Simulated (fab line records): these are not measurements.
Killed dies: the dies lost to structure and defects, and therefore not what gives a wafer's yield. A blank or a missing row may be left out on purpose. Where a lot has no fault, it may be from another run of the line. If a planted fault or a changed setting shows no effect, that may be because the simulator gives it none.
Comparing a struck lot with a sound one -- flow n5 finfet -- 42 steps out of a route of 1938
Sound: the wafers L370.1, L370.4, L370.5. Struck: wafers L372.2, L372.6 (left out: L372.5, a lot-mate that was not struck); the cause follows at the end.
Each step with rows lists, per side, the tool, then ch with its chambers, then its first start. Under that, the readings that differ: sound wafers -- struck wafers -- difference of the means -- sigmas: that difference in standard deviations of wafers without a fault.
alike: same words and numbers on both sides, and readings whose means sit less than 2 such deviations apart. not compared: any withheld reading, any reading some wafer has no value for, any bound like >300 that may hide the same value, and any number with overlapping values for which the record gives no deviation.
Wherever a step has rows on one side only, a row that says differs or no value, or a row with sigmas, the two part there. When numbers do not overlap yet have no deviation, they are printed without sigmas and do not part them. Lack of a reading on every wafer of one side parts them only where that side has two or more wafers.

N5_BEOL_M2_STRIP_36: strips in N2/H2.
  sound on rie diel-03 ch 0,1,2, day 8 17:07; struck on rie diel-02 ch 2,3, day 9 13:46
  alike: drypump motor current A, oes product au, rf vpp V, showerhead plenum p Torr, throttle valve pct
  not compared: rf hours counter h
then, 3 steps without rows for these wafers: N5_BEOL_M2_TRENCH_ETCH_37 (etches SiOC in C4F6/O2, target depth 55.555 nm, time 29.2 s); N5_BEOL_M2_ETCH_41 (etches SiCN in CH3F/O2, target depth 29.9 nm, time 52.5 s); N5_BEOL_M2_STRIP_97 (strips in N2/H2, time 10 s).
N5_BEOL_M2_OCD_MEAS_38:
  struck on ocd-02, day 9 13:58; sound on ocd-02, day 8 17:18
  alike: trench depth nm
then, 4 steps without rows for these wafers: N5_BEOL_M2_HM_STRIP_39 (strips TiN in peroxide tin strip, target depth 25 nm, time 158 s); N5_BEOL_M2_SRD_40 (time 30 s); N5_BEOL_M2_PRECLEAN_42 (cleans in residue remover, time 60 s); N5_BEOL_M2_SRD_43 (time 30 s).
N5_BEOL_M2_CD_MEAS_35: target cd 18 nm, target cd y 22.2 nm.
  struck on cd sem-02, day 9 14:07; sound on cd sem-02, day 8 17:28
  alike: cd nm
then, 1 step without rows for these wafers: N5_BEOL_M2_DEGAS_44 (time 60 s).
N5_BEOL_M2_PRE_CLEAN_45: time 30 s.
  struck on pvd sputter-02, day 9 14:24; sound on pvd sputter-03, day 8 17:40
  alike: heater power w
N5_BEOL_M2_ALD_84: deposits TaN, pulse time 2 s, purge time 3 s, co reactant purge time 2 s.
  sound on ald metal-02 ch 0,1, day 8 17:44; struck on ald metal-02 ch 0, day 9 14:28
  alike: heater power w
then, 9 steps without rows for these wafers: N5_BEOL_M2_SURFACE_TREAT_85; N5_BEOL_M2_CVD_47 (deposits Co from CCTBA/H2, target thk 3 nm, time 223.8 s); N5_BEOL_M2_SPUTTER_48 (material Cu, target thk 4.5 nm, time 8.29 s); N5_BEOL_M2_ANNEAL_49 (time 240 s); N5_BEOL_M2_SPUTTER_79 (material Cu, target thk 4.5 nm, time 8.29 s); N5_BEOL_M2_ANNEAL_80 (time 240 s); N5_BEOL_M2_SPUTTER_81 (material Cu, target thk 4.5 nm, time 8.29 s); N5_BEOL_M2_ANNEAL_82 (time 240 s); N5_BEOL_M2_SPUTTER_86 (material Cu, target thk 4.5 nm, time 8.29 s).
N5_BEOL_M2_ANNEAL_87: time 240 s.
  struck on pvd sputter-02, day 9 15:40; sound on pvd sputter-03, day 8 19:01
  alike: heater power w
then, 2 steps without rows for these wafers: N5_BEOL_M2_SPUTTER_88 (material Cu, target thk 4.5 nm, time 8.29 s); N5_BEOL_M2_ANNEAL_89 (time 240 s).
N5_BEOL_M2_SPUTTER_90: material Cu, target thk 4.5 nm, time 8.29 s.
  struck on pvd sputter-02, day 9 16:01; sound on pvd sputter-03, day 8 19:22
reading,sound,struck,difference,sigmas
substrate temp c (C),-20.10 -20.13 -20.12,-19.95 -19.77,+0.26,+3
  alike: chuck gas flow sccm, throttle valve pct
then, 8 steps without rows for these wafers: N5_BEOL_M2_ANNEAL_91 (time 240 s); N5_BEOL_M2_SPUTTER_92 (material Cu, target thk 4.5 nm, time 8.29 s); N5_BEOL_M2_ANNEAL_93 (time 240 s); N5_BEOL_M2_SPUTTER_94 (material Cu, target thk 4.5 nm, time 8.29 s); N5_BEOL_M2_ANNEAL_95 (time 240 s); N5_BEOL_M2_SPUTTER_96 (material Cu, target thk 4.5 nm, time 8.29 s); N5_BEOL_M2_ECD_50 (material Cu, target thk 300 nm); N5_BEOL_M2_ANNEAL_51 (time 90 s).
N5_BEOL_M2_CMP_52: polishes, stops on SiOC, t overpolish 6.8 s, target thk 40 nm.
  sound on cmp-01 ch 0,2,3, day 8 20:36; struck on cmp-03 ch 0,1, day 9 17:10
  alike: barrier field endpoint s, motor current A, overpolish run s, time to endpoint s
N5_BEOL_M2_THK_MEAS_53: measures by xrf.
  struck on film metro-02, day 9 17:28; sound on film metro-01, day 8 20:49
  alike: M2_THK
then, 4 steps without rows for these wafers: N5_BEOL_M2_PRE_CLEAN_60 (time 15 s); N5_BEOL_M2_CO_CAP_55 (material Co, precursor CCTBA/H2, target thk 2 nm, time 102.1 s); N5_BEOL_M2_PRE_CLEAN_56 (time 15 s); N5_BEOL_M2_DEP_57 (deposits SiCN from 3MS/NH3, target thk 8 nm, time 14 s).
N5_BEOL_M2_RS_MEAS_58: uses a four-point probe to measure.
  struck on film metro-01, day 9 17:44; sound on film metro-02, day 8 21:05
  alike: M2_RS
-- the record jumps here: 6 days lie between the struck wafers' starts before and after (it left off in module BEOL_M2 and takes up again in module PASSIVATION, whose first step shown is number 1936 of the route) --
N5_PASSIVATION_PROBE_49:
  the record has rows for the struck wafers here (prober-02, day 15 05:52) and none for the sound ones

== WHERE THEY PART ==
First at N5_BEOL_M2_SPUTTER_90; last, within this record, at N5_PASSIVATION_PROBE_49.

WHY: the cause the simulator had injected
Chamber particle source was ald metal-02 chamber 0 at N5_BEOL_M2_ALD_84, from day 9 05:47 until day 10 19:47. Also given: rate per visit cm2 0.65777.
